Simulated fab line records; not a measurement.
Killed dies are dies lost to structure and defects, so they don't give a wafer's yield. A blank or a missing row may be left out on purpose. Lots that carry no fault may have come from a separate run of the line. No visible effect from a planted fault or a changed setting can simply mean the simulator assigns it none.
fab line records    flow n5Finfet
[record] lots = 7  wafers = 21
route steps=1938 shown BEOL_M0_SAQP@676 BEOL_M0_CUTY@711 BEOL_M0@715 BEOL_M1@770 BEOL_M3@980 BEOL_M4@1050 BEOL_M6@1224
startH: hours from the record's first day to the start of the lot's first wafer shown    waitH: hours from the lot's prior step to this one    " same as the row above    L1.1+2: one row covering several wafers at once    - no value present, or no start provided    * or withheld: withheld    < > ~ a bound
route shown NAME@n: a module of which the file shows steps, and the number in the route of the first    usual: average and standard deviation across the fault-free wafers    same: alike in all rows    chamber/n: place in a boat    sites: the reading at each site    _std_site: standard deviation across them    _edge_site: mean of outer sites minus mean of inner sites    radiusMm: how far each site lies from the wafer's centre    mask NAME#n: copy n    behind: the most recent tool/chamber to have shaped the wafer    hold: what put the lot on hold/how long, in hours/how the hold closed    device: names the non-switching transistor (n, p or np)    end of line: the route-end tests of the same wafers    where a step has no rows: the recipe by itself    killed: dies lost to structure and defects at the first sort, not the wafer's yield    map: a wafer's dies, marking killed ones x, the rest . and places with no die _
set.NAME: the setting the step ran with; set.NAME@STEP: the setting that earlier step ran with    model.NAME: the simulator's own value behind a step, which no gauge read
lots run with intentionally changed settings; tables by step, rows by wafer
[[steps]]
[step N5_BEOL_M0_SAQP_SPACER2_ALD_26]
[recipe] material = SiO2  targetThkA = 150  tempC = 300  aldPrecursorFamily = BDEAS  aldCoReactant = O2-plasma  pulseTimeS = 1  purgeTimeS = 2  coReactantPurgeTimeS = 2  pressureTorr = 2
lot.wafer   tool       chamber  startH  waitH  set.targetThkA  model.SiO2_of_BEOL_M0_SAQP_SPACER2_ALD_26.thkNm
L076.3      aldSin-02  0        124.80  0.1    143.7           14.2
L076.4      "          3        "       "      143.7           14.4
L076.5      "          0        "       "      150             15
L079.1      aldSin-01  0        148.93  0.3    150             15.2
L079.3+5    "          3,2      "       "      150             15
L084.1+2+4  aldSin-02  2,1,0    172.35  0.1    150             15
L085.2      aldSin-03  2        181.37  0.9    150             15
L085.3+4    "          3,1      "       "      163.7           16.4
L086.2+3+6  aldSin-03  2,0,2    181.89  1.2    150             15
L089.1      aldSin-03  2        203.99  0.1    132.5           13.2
L089.3      "          0        "       "      150             15
L089.5      "          0        "       "      150             14.8
L092.1+3    aldSin-02  0,2      217.86  0.1    150             15
L092.4      "          0        "       "      139.1           14
[step N5_BEOL_M0_SAQP_SPACER2_ETCHBACK_27]
[recipe] chemistry = CHF3/O2  mode = anisotropicEtchback  target = SiO2  targetDepthA = 225  timeS = 11.25  pressureMtorr = 30  sourceW = 650  biasW = 170  Ar_flow_sccm = 200  CHF3_flow_sccm = 50  O2_flow_sccm = 5  ionEnergyEv = 200
[step N5_BEOL_M0_SAQP_MANDREL2_REMOVE_110]
[recipe] chemistry = HBr/Cl2/O2  btTimeS = 10  target = a-Si  stopOn = SiCN  endpoint = OES-SiCl  overEtchFrac = 1  icpW = 600  biasW = 30  HBr_flow_sccm = 150  Cl2_flow_sccm = 80  O2_flow_sccm = 5  pressureMtorr = 10
lot.wafer  tool      chamber  startH  waitH  set.targetThkA@BEOL_M0_SAQP_SPACER2_ALD_26  model.BEOL_M0_SAQP.cdNm
L076.3     rieSi-05  2        125.58  0.1    143.7                                       14.2
L076.4     "         3        "       "      143.7                                       14.6
L076.5     "         2        "       "      150                                         15
L079.1     rieSi-04  1        149.61  0.1    150                                         15.2
L079.3+5   "         2        "       "      150                                         15
L084.1+4   rieSi-05  0,2      172.98  0.1    150                                         15
L084.2     "         1        "       "      150                                         15.2
L085.2     rieSi-05  1        182.12  0.1    150                                         15.2
L085.3+4   "         0,2      "       "      163.7                                       16.4
L086.2+6   rieSi-06  2,1      182.53  0.1    150                                         15
L086.3     "         3        "       "      150                                         14.8
L089.1     rieSi-04  0        204.63  0.1    132.5                                       13.2
L089.3     "         3        "       "      150                                         15
L089.5     "         1        "       "      150                                         14.8
L092.1+3   rieSi-05  3,0      218.50  0.1    150                                         15
L092.4     "         2        "       "      139.1                                       14
[step N5_BEOL_M0_SAQP_COAT_69]
[recipe] resist = SOC  tempC = 250  timeS = 60  spinRpm = 1500  resistThkNm = 90
lot.wafer   tool           chamber  startH  waitH  set.spinRpm
L076.3+4+5  lithoTrack-05  0        125.72  0.0    1622
L079.1+3+5  lithoTrack-01  0        149.76  0.0    1500
L084.1+2+4  lithoTrack-02  0        173.13  0.0    1500
L085.2+3+4  lithoTrack-02  0        182.27  0.0    1650
L086.2+6    lithoTrack-05  0        182.68  0.0    1500
L086.3      "              0        "       "      1638
L089.1+3+5  lithoTrack-01  0        204.77  0.0    1500
L092.1+3+4  lithoTrack-01  0        218.64  0.0    1500
[step N5_BEOL_M0_SAQP_COAT_72]
[recipe] resist = SiARC  tempC = 220  timeS = 60  spinRpm = 1500  resistThkNm = 15
[step N5_BEOL_M0_SAQP_COAT_87]
[recipe] resist = underlayer  tempC = 205  timeS = 60  spinRpm = 1500  resistThkNm = 5
[step N5_BEOL_M0_CUTY_DESCUM_61]
[recipe] chemistry = O2  timeS = 7.9  sourcePowerW = 50  biasPowerW = 20  pressureMtorr = 20  rfFrequencyHz = 2.712e+07  tempC = 40  resist = CAR-ArF-block  o2FlowSccm = 225
[step N5_BEOL_M0_CUTY_ETCH_62]
[recipe] chemistry = CF4  target = SiARC  maskMaterial = CAR-ArF-block  timeS = 58.5  ionEnergyEv = 80  pressureMtorr = 40  sourceW = 545  biasW = 36  Ar_flow_sccm = 100  cf4FlowSccm = 100  ends = cleared
[step N5_BEOL_M0_CUTY_ETCH_63]
[recipe] chemistry = N2/H2  target = SOC  targetDepthA = 827  overetchA = 165  maskMaterial = SiARC  tempC = 40  ionEnergyEv = 200  timeS = 124  pressureMtorr = 30  sourceW = 840  biasW = 150  n2FlowSccm = 200  h2FlowSccm = 200
lot.wafer   tool        chamber  startH  waitH  set.targetThkA@BEOL_M0_SAQP_SPACER2_ALD_26  model.SiO2_of_BEOL_M0_SAQP_SPACER2_ALD_26.thkNm
L076.3+4    rieDiel-01  3,1      128.27  0.0    143.7                                       6.4
L076.5      "           0        "       "      150                                         7
L079.1+3    rieDiel-01  1,3      151.96  0.0    150                                         7
L079.5      "           3        "       "      150                                         7.2
L084.1+2+4  rieDiel-01  2,3,2    175.12  0.0    150                                         7
L085.2      rieDiel-04  2        185.84  0.0    150                                         7.2
L085.3      "           0        "       "      163.7                                       8.4
L085.4      "           1        "       "      163.7                                       8.6
L086.2+3+6  rieDiel-06  3,0,0    186.16  0.0    150                                         7.2
L089.1      rieDiel-04  3        206.70  0.0    132.5                                       5.4
L089.3      "           0        "       "      150                                         7
L089.5      "           2        "       "      150                                         7.2
L092.1      rieDiel-06  0        220.85  0.0    150                                         7.2
L092.3      "           2        "       "      150                                         6.8
L092.4      "           3        "       "      139.1                                       6.2
[step N5_BEOL_M0_CUTY_STRIP_64]
[recipe] chemistry = N2/H2  tempC = 40  n2FlowSccm = 200  h2FlowSccm = 200  rfFrequencyHz = 6e+07
[step N5_BEOL_M0_ETCH_138]
[recipe] chemistry = CH3F/O2  targetDepthA = 120  target = SiCN  timeS = 31.6  ionEnergyEv = 120  pressureMtorr = 30  sourceW = 395  biasW = 75  Ar_flow_sccm = 150  CH3F_flow_sccm = 30  O2_flow_sccm = 20  ends = cleared
lot.wafer   tool        chamber  startH  waitH  set.targetThkA@BEOL_M0_SAQP_SPACER2_ALD_26  model.SiO2_of_BEOL_M0_SAQP_SPACER2_ALD_26.thkNm
L076.3      rieDiel-01  3        128.39  0.0    143.7                                       4.4
L076.4      "           1        "       "      143.7                                       4.2
L076.5      "           0        "       "      150                                         5
L079.1+3+5  rieDiel-01  1,3,3    152.09  0.0    150                                         5.2
L084.1      rieDiel-01  2        175.24  0.0    150                                         5.2
L084.2+4    "           3,2      "       "      150                                         5
L085.2      rieDiel-04  2        185.97  0.0    150                                         5.2
L085.3+4    "           0,1      "       "      163.7                                       6.4
L086.2      rieDiel-06  3        186.28  0.0    150                                         5.4
L086.3+6    "           0        "       "      150                                         5.2
L089.1      rieDiel-04  3        206.82  0.0    132.5                                       3.4
L089.3+5    "           0,2      "       "      150                                         5
L092.1      rieDiel-06  0        220.97  0.0    150                                         5.2
L092.3      "           2        "       "      150                                         4.8
L092.4      "           3        "       "      139.1                                       4.2
[step N5_BEOL_M0_HM_OPEN_105]
[recipe] chemistry = Cl2/BCl3  targetDepthA = 120  target = TiN  ionEnergyEv = 150  pressureMtorr = 10  icpW = 1000  biasW = 126  Cl2_flow_sccm = 53.25  bcl3FlowSccm = 21.75  Ar_flow_sccm = 25
lot.wafer  tool         chamber  startH  waitH  set.targetThkA@BEOL_M0_SAQP_SPACER2_ALD_26  model.SiO2_of_BEOL_M0_SAQP_SPACER2_ALD_26.thkNm
L076.3+4   rieMetal-02  0,1      128.55  0.1    143.7                                       2
L076.5     "            1        "       "      150                                         2.6
L079.1     rieMetal-02  1        153.56  1.4    150                                         2.6
L079.3+5   "            0        "       "      150                                         2.8
L084.1+4   rieMetal-01  0        184.52  9.2    150                                         2.6
L084.2     "            0        "       "      150                                         2.4
L086.2+6   rieMetal-02  0        189.02  2.7    150                                         3
L086.3     "            0        "       "      150                                         2.8
L085.2     rieMetal-03  0        189.21  3.2    150                                         2.8
L085.3+4   "            1,0      "       "      163.7                                       4
L089.1     rieMetal-01  1        207.08  0.2    132.5                                       1.6
L089.3     "            1        "       "      150                                         2.4
L089.5     "            1        "       "      150                                         2.6
L092.1     rieMetal-03  0        222.80  1.8    150                                         2.8
L092.3     "            0        "       "      150                                         2.2
L092.4     "            1        "       "      139.1                                       2
[step N5_BEOL_M1_ETCH_64]
[recipe] chemistry = N2/H2  target = SOC  targetDepthA = 750  overetchA = 150  maskMaterial = SiARC  tempC = 40  timeS = 112.5  ionEnergyEv = 200  pressureMtorr = 30  sourceW = 840  biasW = 150  n2FlowSccm = 200  h2FlowSccm = 200
[usual] rfVppV = 524.5/2.2
lot.wafer  tool        chamber  startH  waitH  set.sourceW  rfVppV
L076.3     rieDiel-03  3        136.82  0.0    947.1        506.2
L076.4     "           3        "       "      840          524.7
L076.5     "           2        "       "      840          525.0
L079.1     rieDiel-05  3        159.41  0.0    840          527.1
L079.3     "           0        "       "      840          521.1
L079.5     "           1        "       "      840          525.0
L084.1     rieDiel-03  0        190.18  0.0    840          522.9
L084.2     "           1        "       "      840          522.5
L084.4     "           3        "       "      840          525.4
L086.2     rieDiel-02  0        193.53  0.0    695.6        560.4
L086.3     "           1        "       "      840          524.6
L086.6     "           1        "       "      695.6        557.3
L085.2     rieDiel-03  1        194.11  0.0    840          522.9
L085.3     "           3        "       "      973.3        501.4
L085.4     "           0        "       "      840          524.2
L089.1     rieDiel-03  3        213.39  0.0    840          527.5
L089.3     "           2        "       "      840          524.6
L089.5     "           1        "       "      840          523.2
L092.1     rieDiel-05  1        228.31  0.0    840          524.6
L092.3     "           2        "       "      783.5        537.3
L092.4     "           0        "       "      783.5        532.8
[step N5_BEOL_M3_TRENCH_ETCH_37]
[recipe] chemistry = C4F6/O2  targetDepthA = 555.55  target = SiOC  timeS = 29.2  ionEnergyEv = 250  pressureMtorr = 30  sourceW = 355  biasW = 185  Ar_flow_sccm = 300  C4F6_flow_sccm = 10  O2_flow_sccm = 10
[usual] rfVppV = 672/7.8
lot.wafer  tool        chamber  startH  waitH  set.sourceW  rfVppV
L076.3     rieDiel-05  1        -       -      355          694
L076.4     "           3        "       "      333.1        695
L076.5     "           1        "       "      355          693
L079.1     rieDiel-03  1        -       -      355          671
L079.3     "           3        "       "      298.4        747
L079.5     "           3        "       "      355          683
L084.1     rieDiel-02  1        -       -      355          674
L084.2     "           0        "       "      355          673
L084.4     "           3        "       "      355          669
L086.2     rieDiel-03  1        -       -      355          669
L086.3     "           0        "       "      355          664
L086.6     "           1        "       "      355          669
L085.2     rieDiel-03  1        -       -      393          635
L085.3     "           0        "       "      355          664
L085.4     "           3        "       "      355          682
L089.1     rieDiel-02  1        -       -      355          673
L089.3     "           2        "       "      407.5        622
L089.5     "           1        "       "      355          674
L092.1     rieDiel-02  2        -       -      414.7        615
L092.3     "           3        "       "      355          670
L092.4     "           1        "       "      414.7        624
[step N5_BEOL_M4_COAT_22]
[recipe] resist = CAR-EUV  spinRpm = 1500  resistThkNm = 30
lot.wafer  tool           chamber  startH  waitH  set.spinRpm  model.CAR-EUV_of_BEOL_M4_COAT_22.thkNm
L076.3     lithoTrack-05  0        -       -      1438         30.6
L076.4+5   "              0        "       "      1500         30.2
L079.1+5   lithoTrack-02  0        -       -      1655         28.8
L079.3     "              0        "       "      1500         30.2
L084.1+2   lithoTrack-01  0        -       -      1500         29.8
L084.4     "              0        "       "      1500         30
L086.2+3   lithoTrack-05  0        -       -      1571         29.4
L086.6     "              0        "       "      1500         30
L085.2     lithoTrack-02  0        -       -      1500         30
L085.3     "              0        "       "      1500         30.2
L085.4     "              0        "       "      1555         29.6
L089.1     lithoTrack-05  0        -       -      1500         30
L089.3+5   "              0        "       "      1352         31.6
L092.1     lithoTrack-01  0        -       -      1500         30
L092.3     "              0        "       "      1630         28.6
L092.4     "              0        "       "      1630         28.8
[step N5_BEOL_M4_EXPOSE_25]
[recipe] maskId = V3  na = 0.33  sourceShape = quasar  sigmaInner = 0.2  sigmaOuter = 0.8  polarization = unpolarized  defocusNm = 5  doseMj = 63
lot.wafer   tool           chamber  startH  waitH  mask  set.doseMj
L076.3+4+5  euvScanner-01  0        177.47  -      V3#0  63
L079.1+3+5  euvScanner-01  0        205.19  -      V3#0  63
L084.1+2+4  euvScanner-02  0        227.59  -      V3#0  63
L086.2+3    euvScanner-02  0        232.21  -      V3#0  67.71
L086.6      "              0        "       "      V3#0  63
L085.2+4    euvScanner-01  0        233.26  -      V3#0  59.09
L085.3      "              0        "       "      V3#0  63
L089.1+3+5  euvScanner-01  0        267.71  -      V3#0  63
L092.1+3    euvScanner-01  0        276.22  -      V3#0  61.01
L092.4      "              0        "       "      V3#0  63
[step N5_BEOL_M4_PEB_26]
[recipe] pebTempC = 100  pebTimeS = 60  resist = CAR-EUV
[step N5_BEOL_M4_DEVELOP_27]
[recipe] developTimeS = 30  developer = TMAH  resist = CAR-EUV  rinseLiquid = surfactantRinse  dry = airSpin  devTempC = 23
lot.wafer   tool           chamber  startH  waitH  set.spinRpm@BEOL_M4_COAT_22  model.CAR-EUV_of_BEOL_M4_COAT_22.thkNm
L076.3      lithoTrack-01  0        -       -      1438                         30.2
L076.4+5    "              0        "       "      1500                         29.6
L079.1      lithoTrack-02  0        -       -      1655                         28.2
L079.3      "              0        "       "      1500                         29.8
L079.5      "              0        "       "      1655                         28.4
L084.1+2+4  lithoTrack-02  0        -       -      1500                         29.4
L086.2+3    lithoTrack-05  0        -       -      1571                         29
L086.6      "              0        "       "      1500                         29.6
L085.2+3    lithoTrack-05  0        -       -      1500                         29.6
L085.4      "              0        "       "      1555                         29
L089.1      lithoTrack-02  0        -       -      1500                         29.6
L089.3+5    "              0        "       "      1352                         31.2
L092.1      lithoTrack-01  0        -       -      1500                         29.6
L092.3+4    "              0        "       "      1630                         28.2
[step N5_BEOL_M4_CD_MEAS_28]
[recipe] targetCdNm = 26.2  landingEnergyEv = 500  detector = seInlens  targetCdYNm = 24.1  polarity = opening
[usual] cdNm = 26.32/0.26
lot.wafer  tool      chamber  startH  waitH  set.doseMj@BEOL_M4_EXPOSE_25  cdNm
L076.3     cdSem-03  0        177.60  -      63                            26.67
L076.4     "         0        "       "      63                            26.25
L076.5     "         0        "       "      63                            26.00
L079.1     cdSem-01  0        205.33  -      63                            26.24
L079.3     "         0        "       "      63                            26.13
L079.5     "         0        "       "      63                            26.34
L084.1     cdSem-01  0        227.74  -      63                            25.90
L084.2     "         0        "       "      63                            26.41
L084.4     "         0        "       "      63                            26.07
L086.2     cdSem-03  0        232.35  -      67.71                         27.63
L086.3     "         0        "       "      67.71                         27.54
L086.6     "         0        "       "      63                            26.48
L085.2     cdSem-02  0        233.40  -      59.09                         25.35
L085.3     "         0        "       "      63                            26.16
L085.4     "         0        "       "      59.09                         25.24
L089.1     cdSem-01  0        267.85  -      63                            25.94
L089.3     "         0        "       "      63                            26.10
L089.5     "         0        "       "      63                            26.32
L092.1     cdSem-01  0        276.36  -      61.01                         25.77
L092.3     "         0        "       "      61.01                         25.55
L092.4     "         0        "       "      63                            26.60
[step N5_BEOL_M4_DESCUM_33]
[recipe] chemistry = O2  timeS = 7  sourcePowerW = 50  biasPowerW = 20  pressureMtorr = 20  rfFrequencyHz = 2.712e+07  tempC = 40  resist = CAR-EUV  o2FlowSccm = 225
lot.wafer  tool        chamber  startH  waitH  set.spinRpm@BEOL_M4_COAT_22  model.CAR-EUV_of_BEOL_M4_COAT_22.thkNm
L076.3     rieDiel-06  2        177.72  0.0    1438                         26.6
L076.4     "           0        "       "      1500                         26.2
L076.5     "           2        "       "      1500                         26
L079.1+5   rieDiel-01  2,0      205.46  0.0    1655                         24.8
L079.3     "           0        "       "      1500                         26.4
L084.1     rieDiel-04  3        227.86  0.0    1500                         25.8
L084.2+4   "           2,1      "       "      1500                         26
L086.2     rieDiel-01  0        232.48  0.0    1571                         25.6
L086.3     "           3        "       "      1571                         25.4
L086.6     "           0        "       "      1500                         26
L085.2     rieDiel-01  3        233.55  0.1    1500                         26
L085.3     "           0        "       "      1500                         26.2
L085.4     "           3        "       "      1555                         25.6
L089.1     rieDiel-06  2        267.98  0.0    1500                         26
L089.3+5   "           3        "       "      1352                         27.8
L092.1     rieDiel-06  0        276.48  0.0    1500                         26
L092.3     "           3        "       "      1630                         24.8
L092.4     "           1        "       "      1630                         24.6
[step N5_BEOL_M4_SPUTTER_48]
[recipe] material = Cu  targetThkA = 45  tempC = -20  chamberPressurePa = 0.07  powerW = withheld  timeS = 8.29
lot.wafer   tool           chamber  startH  waitH  set.timeS  model.Cu_of_BEOL_M4_SPUTTER_48.thkNm
L076.3      pvdSputter-03  -        197.91  0.3    9.041      4.8
L076.4      "              -        "       "      8.29       4.6
L076.5      "              -        "       "      8.29       4.4
L079.1      pvdSputter-03  -        213.87  0.2    8.29       4.4
L079.3      "              -        "       "      9.388      5.2
L079.5      "              -        "       "      9.388      -
L084.1+2+4  pvdSputter-03  -        235.33  0.1    8.29       4.6
L086.2+6    pvdSputter-02  -        246.50  0.1    7.601      -
L086.3      "              -        "       "      8.29       4.4
L085.2+3+4  pvdSputter-03  -        248.19  1.7    8.29       4.6
L089.1      pvdSputter-01  -        272.30  1.7    9.12       5
L089.3      "              -        "       "      9.12       5.2
L089.5      "              -        "       "      8.29       4.6
L092.1+3+4  pvdSputter-03  -        283.68  1.6    8.29       4.4
[step N5_BEOL_M6_EXPOSE_25]
[recipe] maskId = V5  na = 0.33  sourceShape = annular  sigmaInner = 0.4  sigmaOuter = 0.8  polarization = unpolarized  targetCdNm = 40  doseMj = 45
lot.wafer   tool           chamber  startH  waitH  mask  set.doseMj
L076.3+5    euvScanner-01  0        215.90  -      V5#0  45
L076.4      "              0        "       "      V5#0  47.97
L079.1+3    euvScanner-01  0        233.44  -      V5#0  45
L079.5      "              0        "       "      V5#0  42.14
L084.1+2+4  euvScanner-02  0        260.68  -      V5#0  45
L086.2+6    euvScanner-02  0        264.51  -      V5#0  43.93
L086.3      "              0        "       "      V5#0  45
L085.2+3+4  euvScanner-02  0        268.04  -      V5#0  45
L089.1      euvScanner-01  0        291.50  -      V5#0  46.74
L089.3+5    "              0        "       "      V5#0  45
L092.1+3+4  euvScanner-02  0        305.52  -      V5#0  45
[step N5_BEOL_M6_PEB_26]
[recipe] pebTempC = 100  pebTimeS = 60  resist = CAR-EUV
[step N5_BEOL_M6_DEVELOP_27]
[recipe] developTimeS = 30  developer = TMAH  resist = CAR-EUV  rinseLiquid = surfactantRinse  dry = airSpin  devTempC = 23
[step N5_BEOL_M6_CD_MEAS_28]
[recipe] targetCdNm = 40  landingEnergyEv = 500  detector = seInlens
[usual] cdNm = 40.06/0.25
lot.wafer  tool      chamber  startH  waitH  set.doseMj@BEOL_M6_EXPOSE_25  cdNm
L076.3     cdSem-02  0        216.02  -      45                            39.91
L076.4     "         0        "       "      47.97                         41.66
L076.5     "         0        "       "      45                            40.12
L079.1     cdSem-01  0        233.57  -      45                            40.33
L079.3     "         0        "       "      45                            39.82
L079.5     "         0        "       "      42.14                         38.17
L084.1     cdSem-01  0        260.81  -      45                            40.04
L084.2     "         0        "       "      45                            40.07
L084.4     "         0        "       "      45                            40.37
L086.2     cdSem-03  0        264.63  -      43.93                         39.01
L086.3     "         0        "       "      45                            39.78
L086.6     "         0        "       "      43.93                         38.95
L085.2     cdSem-03  0        268.17  -      45                            40.01
L085.3     "         0        "       "      45                            40.05
L085.4     "         0        "       "      45                            39.99
L089.1     cdSem-03  0        291.63  -      46.74                         41.50
L089.3     "         0        "       "      45                            40.13
L089.5     "         0        "       "      45                            40.16
L092.1     cdSem-02  0        305.66  -      45                            40.03
L092.3     "         0        "       "      45                            40.30
L092.4     "         0        "       "      45                            39.76
[step N5_BEOL_M6_DESCUM_33]
[recipe] chemistry = O2  timeS = 7  sourcePowerW = 50  biasPowerW = 20  pressureMtorr = 20  rfFrequencyHz = 2.712e+07  tempC = 40  resist = CAR-EUV  o2FlowSccm = 225
lot.wafer  tool        chamber  startH  waitH  set.doseMj@BEOL_M6_EXPOSE_25  model.BEOL_M6.cdNm
L076.3     rieDiel-04  3        216.41  0.3    45                            40.2
L076.4     "           0        "       "      47.97                         41.6
L076.5     "           2        "       "      45                            40
L079.1+3   rieDiel-04  0,1      234.22  0.6    45                            40.2
L079.5     "           1        "       "      42.14                         38.8
L084.1     rieDiel-06  2        260.93  0.0    45                            39.8
L084.2     "           3        "       "      45                            40
L084.4     "           0        "       "      45                            40.2
L086.2     rieDiel-06  3        264.76  0.0    43.93                         39.2
L086.3     "           1        "       "      45                            39.8
L086.6     "           3        "       "      43.93                         39.4
L085.2     rieDiel-04  0        268.29  0.0    45                            40.2
L085.3     "           2        "       "      45                            40
L085.4     "           1        "       "      45                            40.4
L089.1     rieDiel-01  1        291.76  0.0    46.74                         41.2
L089.3+5   "           2,0      "       "      45                            40.2
L092.1     rieDiel-06  1        305.79  0.0    45                            40
L092.3+4   "           2,3      "       "      45                            39.8
[step N5_BEOL_M6_ETCH_72]
[recipe] chemistry = N2/H2  target = underlayer  targetDepthA = 65  maskMaterial = CAR-EUV  timeS = 5.2  ionEnergyEv = 200  pressureMtorr = 30  sourceW = 840  biasW = 150  n2FlowSccm = 200  h2FlowSccm = 200  ends = cleared
lot.wafer   tool        chamber  startH  waitH  set.doseMj@BEOL_M6_EXPOSE_25  model.BEOL_M6.cdNm
L076.3      rieDiel-04  3        216.45  0.0    45                            40.2
L076.4      "           0        "       "      47.97                         41.4
L076.5      "           2        "       "      45                            39.8
L079.1      rieDiel-04  0        234.26  0.0    45                            40
L079.3      "           1        "       "      45                            40.2
L079.5      "           1        "       "      42.14                         38.8
L084.1+2    rieDiel-06  2,3      260.97  0.0    45                            40
L084.4      "           0        "       "      45                            40.2
L086.2      rieDiel-06  3        264.79  0.0    43.93                         39.2
L086.3      "           1        "       "      45                            39.8
L086.6      "           3        "       "      43.93                         39.4
L085.2      rieDiel-04  0        268.33  0.0    45                            40.2
L085.3      "           2        "       "      45                            40
L085.4      "           1        "       "      45                            40.4
L089.1      rieDiel-01  1        291.79  0.0    46.74                         41.2
L089.3      "           2        "       "      45                            40.4
L089.5      "           0        "       "      45                            40
L092.1+3+4  rieDiel-06  1,2,3    305.82  0.0    45                            40
[[key]]
[split] step = N5_BEOL_M0_SAQP_SPACER2_ALD_26  setting = targetThkA  stated = 150  by = wafer
[response] step = N5_BEOL_M0_SAQP_SPACER2_ALD_26  reading = model.SiO2_of_BEOL_M0_SAQP_SPACER2_ALD_26.thkNm  change = +0.148  per = 1%  r = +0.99
[response] step = N5_BEOL_M0_SAQP_MANDREL2_REMOVE_110  reading = model.BEOL_M0_SAQP.cdNm  change = +0.14  per = 1%  r = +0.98
[response] step = N5_BEOL_M0_CUTY_ETCH_63  reading = model.SiO2_of_BEOL_M0_SAQP_SPACER2_ALD_26.thkNm  change = +0.138  per = 1%  r = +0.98
[response] step = N5_BEOL_M0_ETCH_138  reading = model.SiO2_of_BEOL_M0_SAQP_SPACER2_ALD_26.thkNm  change = +0.132  per = 1%  r = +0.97
[response] step = N5_BEOL_M0_HM_OPEN_105  reading = model.SiO2_of_BEOL_M0_SAQP_SPACER2_ALD_26.thkNm  change = +0.0952  per = 1%  r = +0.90
[split] step = N5_BEOL_M0_SAQP_COAT_69  setting = spinRpm  stated = 1500  by = wafer
response none clear
[split] step = N5_BEOL_M1_ETCH_64  setting = sourceW  stated = 840  by = wafer
[response] step = N5_BEOL_M1_ETCH_64  reading = rfVppV  change = -1.65  per = 1%  r = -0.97
[split] step = N5_BEOL_M3_TRENCH_ETCH_37  setting = sourceW  stated = 355  by = wafer
[response] step = N5_BEOL_M3_TRENCH_ETCH_37  reading = rfVppV  change = -3.47  per = 1%  r = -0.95
[split] step = N5_BEOL_M4_COAT_22  setting = spinRpm  stated = 1500  by = wafer
[response] step = N5_BEOL_M4_COAT_22  reading = model.CAR-EUV_of_BEOL_M4_COAT_22.thkNm  change = -0.144  per = 1%  r = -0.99
[response] step = N5_BEOL_M4_DEVELOP_27  reading = model.CAR-EUV_of_BEOL_M4_COAT_22.thkNm  change = -0.153  per = 1%  r = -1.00
[response] step = N5_BEOL_M4_DESCUM_33  reading = model.CAR-EUV_of_BEOL_M4_COAT_22.thkNm  change = -0.156  per = 1%  r = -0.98
[split] step = N5_BEOL_M4_EXPOSE_25  setting = doseMj  stated = 63  by = wafer
[response] step = N5_BEOL_M4_CD_MEAS_28  reading = cdNm  change = +0.159  per = 1%  r = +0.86
[split] step = N5_BEOL_M4_SPUTTER_48  setting = timeS  stated = 8.29  by = wafer
[response] step = N5_BEOL_M4_SPUTTER_48  reading = model.Cu_of_BEOL_M4_SPUTTER_48.thkNm  change = +0.0499  per = 1%  r = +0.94
[split] step = N5_BEOL_M6_EXPOSE_25  setting = doseMj  stated = 45  by = wafer
[response] step = N5_BEOL_M6_CD_MEAS_28  reading = cdNm  change = +0.288  per = 1%  r = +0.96
[response] step = N5_BEOL_M6_DESCUM_33  reading = model.BEOL_M6.cdNm  change = +0.228  per = 1%  r = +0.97
[response] step = N5_BEOL_M6_ETCH_72  reading = model.BEOL_M6.cdNm  change = +0.216  per = 1%  r = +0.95
